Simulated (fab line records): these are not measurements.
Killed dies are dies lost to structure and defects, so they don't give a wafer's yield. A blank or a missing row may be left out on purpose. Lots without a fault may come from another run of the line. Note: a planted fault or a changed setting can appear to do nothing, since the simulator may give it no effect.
Lot-split experiment | flow n5 finfet | 7 lots, 21 wafers read, on a route of 1938 steps

THE SPLIT
At N5_BEOL_M0_CUTY_EXPOSE_54 (exposes mask M0 ABLK), the setting dose mj was moved away from the recipe's 36 on 6 of the 21 wafers read, by -4.8% to +4.2%. For the rest of the wafers, this setting stayed at what the recipe calls for.

FROM THE SPLIT TO THE READING: what the file shows between them, 2 steps
- N5_BEOL_M0_CUTY_PEB_55: peb time 60 s
- N5_BEOL_M0_CUTY_DEVELOP_56: develop time 30 s

THE READING
Shown in nm: cd nm at N5_BEOL_M0_CUTY_CD_MEAS_57, with target cd 200 nm. Fault-free wafers of this fab line usually give 199.8 nm, standard deviation 0.92 nm.

wafer  | tool, chamber at the split | dose mj as run | against the recipe | cd nm, nm | against lot-mates on the recipe
L076.1 | arfi scanner-03, 0         | 36             | recipe             | 199.7     | -
L076.2 | arfi scanner-03, 0         | 34.32          | -4.7%              | 203.1     | +3.6
L076.4 | arfi scanner-03, 0         | 36             | recipe             | 199.3     | -
L079.2 | arfi scanner-01, 0         | 34.27          | -4.8%              | 203.9     | +3.9
L079.5 | arfi scanner-01, 0         | 34.27          | -4.8%              | 203.0     | +3.0
L079.6 | arfi scanner-01, 0         | 36             | recipe             | 200.0     | -
L080.1 | arfi scanner-02, 0         | 37.53          | +4.2%              | 197.8     | -2.1
L080.4 | arfi scanner-02, 0         | 36             | recipe             | 199.9     | -
L080.6 | arfi scanner-02, 0         | 37.53          | +4.2%              | 198.6     | -1.3
L092.4 | arfi scanner-03, 0         | 36             | recipe             | 199.7     | -
L092.5 | arfi scanner-03, 0         | 36             | recipe             | 197.7     | -
L092.6 | arfi scanner-03, 0         | 36             | recipe             | 198.7     | -
L093.2 | arfi scanner-03, 0         | 36             | recipe             | 198.6     | -
L093.3 | arfi scanner-03, 0         | 37.35          | +3.8%              | 196.0     | -2.8
L093.4 | arfi scanner-03, 0         | 36             | recipe             | 199.1     | -
L094.4 | arfi scanner-01, 0         | 36             | recipe             | 198.7     | -
L094.5 | arfi scanner-01, 0         | 36             | recipe             | 200.3     | -
L094.6 | arfi scanner-01, 0         | 36             | recipe             | 200.0     | -
L096.1 | arfi scanner-03, 0         | 36             | recipe             | 198.9     | -
L096.2 | arfi scanner-03, 0         | 36             | recipe             | 199.9     | -
L096.4 | arfi scanner-03, 0         | 36             | recipe             | 198.9     | -

THE FIT
A straight line over all 21 wafers: cd nm changes by -0.667 nm for each +1% of dose mj; r = -0.88; the points scatter about the line by 0.9 nm.
The same after taking each lot's own level away (the mean of its wafers on the recipe; 21 wafers): -0.633 nm for each +1%; r = -0.93; scatter 0.63 nm.
The reading moves by 3 nm for the largest change in dose mj, on that fit.
The span of the lots' own levels, 198.70 to 200.00 nm, comes to 1.4 times the standard deviation stated above.
The two slopes agree, so the slope changes little with the lot-to-lot level.
Check: with one of the wafers moved furthest among these (-4.8%) left out of the fit, the line predicts +2.96 nm for it against its lot-mates. Against them it came out at +3.9 nm.

ADDITIONAL SPLITS CARRIED BY THESE WAFERS
Before the reading, these wafers also passed through other splits. Each is held against what the fit with the lots' levels taken away leaves over:
other split on the same wafers       | wafers away from the commonest value | r with cd nm (lot level and that fit taken away)
N5_MOL_CONTACT_COAG_COAT_62 spin rpm | 6                                    | +0.15
N5_BEOL_M0_SAQP_ILD_DEP_01 time s    | 7                                    | -0.12
N5_BEOL_M0_SAQP_PECVD_04 time s      | 7                                    | +0.09

THE FILE'S OWN FIT
cd nm changes by -0.667 nm for each +1% of dose mj, r = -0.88.
